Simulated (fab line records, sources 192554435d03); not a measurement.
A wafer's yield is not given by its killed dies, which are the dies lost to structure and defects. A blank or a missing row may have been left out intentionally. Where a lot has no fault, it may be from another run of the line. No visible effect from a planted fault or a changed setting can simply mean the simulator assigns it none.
Chamber matching / flow n5 finfet / pecvd-04 running N5_BEOL_M4_PECVD_72: 3 sister chambers
The step deposits SiO2 from TEOS/O2, target thk 16 nm, time 18 s. 6 wafers are shown with their chamber, then 11 later ones without.

== EACH WAFER AND ITS CHAMBER ==
wafer=L083.4; chamber=1; throttle valve pct (%)=23.6; heater power w (W)=665
wafer=L086.1; chamber=2; throttle valve pct (%)=20.9; heater power w (W)=765
wafer=L086.4; chamber=1; throttle valve pct (%)=23.3; heater power w (W)=679
wafer=L088.4; chamber=0; throttle valve pct (%)=22.4; heater power w (W)=858
wafer=L088.5; chamber=2; throttle valve pct (%)=21.2; heater power w (W)=793
wafer=L089.2; chamber=0; throttle valve pct (%)=22.2; heater power w (W)=772

== WAFERS WITH NO CHAMBER GIVEN ==
wafer=L089.5; throttle valve pct (%)=22.4; heater power w (W)=737
wafer=L089.6; throttle valve pct (%)=23.4; heater power w (W)=644
wafer=L092.2; throttle valve pct (%)=23.5; heater power w (W)=627
wafer=L092.4; throttle valve pct (%)=22.2; heater power w (W)=743
wafer=L092.5; throttle valve pct (%)=21.1; heater power w (W)=683
wafer=L097.1; throttle valve pct (%)=21.4; heater power w (W)=773
wafer=L097.2; throttle valve pct (%)=22.0; heater power w (W)=869
wafer=L097.3; throttle valve pct (%)=23.4; heater power w (W)=600
wafer=L097.4; throttle valve pct (%)=21.1; heater power w (W)=784
wafer=L097.5; throttle valve pct (%)=23.4; heater power w (W)=611
wafer=L097.6; throttle valve pct (%)=22.2; heater power w (W)=877

== EACH ONE'S CHAMBER ==
wafer=L089.5; from the rows above=0; in truth=0
wafer=L089.6; from the rows above=1; in truth=1
wafer=L092.2; from the rows above=1; in truth=1
wafer=L092.4; from the rows above=0; in truth=0
wafer=L092.5; from the rows above=2; in truth=2
wafer=L097.1; from the rows above=2; in truth=2
wafer=L097.2; from the rows above=0; in truth=0
wafer=L097.3; from the rows above=1; in truth=1
wafer=L097.4; from the rows above=2; in truth=2
wafer=L097.5; from the rows above=1; in truth=1
wafer=L097.6; from the rows above=0; in truth=0
11 of 11 placed correctly. Number that these rows cannot place: 0. Placed wrongly: 0.
How it was worked out, from the rows above alone: a wafer's distance from a chamber is the root of the sum, over the readings, of the square of ((its reading less the chamber's mean) divided by the reading's scatter). The wafer belongs to the nearest chamber; if the next one is less than 2 further off, it can't be placed. A chamber's mean is the mean of its shown wafers. How the scatter is found: for the shown wafers, subtract from each reading the mean of its chamber, square and add these, divide the total by (wafers less chambers), then take the root.
